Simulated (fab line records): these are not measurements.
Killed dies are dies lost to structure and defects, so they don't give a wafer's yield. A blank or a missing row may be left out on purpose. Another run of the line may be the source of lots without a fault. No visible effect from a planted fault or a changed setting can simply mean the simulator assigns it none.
Matching of chambers :: flow n5 finfet :: rie diel-03 running N5_BEOL_M9_ETCH_76: 4 sister chambers
The step etches underlayer in N2/H2, target depth 6.5 nm, time 5.2 s. 22 wafers are shown with their chamber, then 11 later ones without.

== WAFERS, EACH WITH ITS CHAMBER ==
wafer: L075.1
chamber: 1
drypump motor current A (A): 6.0
throttle valve pct (%): 18.33
showerhead plenum p Torr (Torr): 2.63

wafer: L075.2
chamber: 3
drypump motor current A (A): 6.6
throttle valve pct (%): 17.54
showerhead plenum p Torr (Torr): 2.59

wafer: L075.5
chamber: 3
drypump motor current A (A): 6.7
throttle valve pct (%): 17.54
showerhead plenum p Torr (Torr): 2.59

wafer: L078.1
chamber: 2
drypump motor current A (A): 5.8
throttle valve pct (%): 17.79
showerhead plenum p Torr (Torr): 2.54

wafer: L078.3
chamber: 1
drypump motor current A (A): 6.0
throttle valve pct (%): 18.33
showerhead plenum p Torr (Torr): 2.63

wafer: L078.6
chamber: 2
drypump motor current A (A): 5.8
throttle valve pct (%): 17.78
showerhead plenum p Torr (Torr): 2.54

wafer: L080.3
chamber: 0
drypump motor current A (A): 4.9
throttle valve pct (%): 17.61
showerhead plenum p Torr (Torr): 2.53

wafer: L080.4
chamber: 1
drypump motor current A (A): 6.0
throttle valve pct (%): 18.33
showerhead plenum p Torr (Torr): 2.63

wafer: L080.5
chamber: 1
drypump motor current A (A): 6.0
throttle valve pct (%): 18.34
showerhead plenum p Torr (Torr): 2.63

wafer: L082.1
chamber: 3
drypump motor current A (A): 6.6
throttle valve pct (%): 17.56
showerhead plenum p Torr (Torr): 2.58

wafer: L082.2
chamber: 2
drypump motor current A (A): 5.8
throttle valve pct (%): 17.80
showerhead plenum p Torr (Torr): 2.54

wafer: L082.5
chamber: 2
drypump motor current A (A): 5.8
throttle valve pct (%): 17.78
showerhead plenum p Torr (Torr): 2.54

wafer: L084.2
chamber: 2
drypump motor current A (A): 5.8
throttle valve pct (%): 17.79
showerhead plenum p Torr (Torr): 2.54

wafer: L084.4
chamber: 0
drypump motor current A (A): 4.9
throttle valve pct (%): 17.62
showerhead plenum p Torr (Torr): 2.53

wafer: L084.6
chamber: 1
drypump motor current A (A): 6.0
throttle valve pct (%): 18.34
showerhead plenum p Torr (Torr): 2.62

wafer: L089.1
chamber: 1
drypump motor current A (A): 6.1
throttle valve pct (%): 18.36
showerhead plenum p Torr (Torr): 2.62

wafer: L089.2
chamber: 0
drypump motor current A (A): 4.9
throttle valve pct (%): 17.67
showerhead plenum p Torr (Torr): 2.52

wafer: L089.3
chamber: 2
drypump motor current A (A): 5.8
throttle valve pct (%): 17.82
showerhead plenum p Torr (Torr): 2.53

wafer: L088.1
chamber: 3
drypump motor current A (A): 6.7
throttle valve pct (%): 17.59
showerhead plenum p Torr (Torr): 2.58

wafer: L088.4
chamber: 0
drypump motor current A (A): 4.9
throttle valve pct (%): 17.64
showerhead plenum p Torr (Torr): 2.52

wafer: L088.6
chamber: 1
drypump motor current A (A): 6.1
throttle valve pct (%): 18.39
showerhead plenum p Torr (Torr): 2.62

wafer: L093.1
chamber: 1
drypump motor current A (A): 6.1
throttle valve pct (%): 18.39
showerhead plenum p Torr (Torr): 2.61

SIGNATURES (means of the wafers above)
reading: drypump motor current A
chamber 0: 4.900
chamber 1: 6.037
chamber 2: 5.800
chamber 3: 6.650
scatter within a chamber: 0.04

reading: throttle valve pct
chamber 0: 17.6350
chamber 1: 18.3513
chamber 2: 17.7933
chamber 3: 17.5575
scatter within a chamber: 0.0231

reading: showerhead plenum p Torr
chamber 0: 2.5250
chamber 1: 2.6237
chamber 2: 2.5383
chamber 3: 2.5850
scatter within a chamber: 0.0061
Rule: a wafer lies at a distance from a chamber equal to the root of the sum of squares, over the readings, of (its reading less the chamber's mean, divided by the reading's scatter). The wafer belongs to the nearest chamber; if the next one is less than 2 further off, it can't be placed. The scatter is the square root of a quotient: the sum, over the shown wafers, of each reading's squared deviation from its chamber's mean, divided by wafers minus chambers.

== WAFERS WHOSE CHAMBER IS MISSING ==
wafer: L093.5
drypump motor current A (A): 6.0
throttle valve pct (%): 18.41
showerhead plenum p Torr (Torr): 2.62

wafer: L093.6
drypump motor current A (A): 5.8
throttle valve pct (%): 17.83
showerhead plenum p Torr (Torr): 2.53

wafer: L091.2
drypump motor current A (A): 4.9
throttle valve pct (%): 17.67
showerhead plenum p Torr (Torr): 2.52

wafer: L091.4
drypump motor current A (A): 5.8
throttle valve pct (%): 17.82
showerhead plenum p Torr (Torr): 2.53

wafer: L091.6
drypump motor current A (A): 6.6
throttle valve pct (%): 17.60
showerhead plenum p Torr (Torr): 2.57

wafer: L095.2
drypump motor current A (A): 6.6
throttle valve pct (%): 17.62
showerhead plenum p Torr (Torr): 2.57

wafer: L095.3
drypump motor current A (A): 5.9
throttle valve pct (%): 17.86
showerhead plenum p Torr (Torr): 2.53

wafer: L095.4
drypump motor current A (A): 4.9
throttle valve pct (%): 17.69
showerhead plenum p Torr (Torr): 2.52

wafer: L097.1
drypump motor current A (A): 6.6
throttle valve pct (%): 17.62
showerhead plenum p Torr (Torr): 2.57

wafer: L097.2
drypump motor current A (A): 4.9
throttle valve pct (%): 17.67
showerhead plenum p Torr (Torr): 2.52

wafer: L097.3
drypump motor current A (A): 5.8
throttle valve pct (%): 17.86
showerhead plenum p Torr (Torr): 2.53

== EACH ONE'S CHAMBER ==
wafer: L093.5
from the rows above: 1
in truth: 1

wafer: L093.6
from the rows above: 2
in truth: 2

wafer: L091.2
from the rows above: 0
in truth: 0

wafer: L091.4
from the rows above: 2
in truth: 2

wafer: L091.6
from the rows above: 3
in truth: 3

wafer: L095.2
from the rows above: 3
in truth: 3

wafer: L095.3
from the rows above: 2
in truth: 2

wafer: L095.4
from the rows above: 0
in truth: 0

wafer: L097.1
from the rows above: 3
in truth: 3

wafer: L097.2
from the rows above: 0
in truth: 0

wafer: L097.3
from the rows above: 2
in truth: 2
Correctly placed: 11 of 11. Left unplaced by these rows: 0. Number placed wrongly: 0.
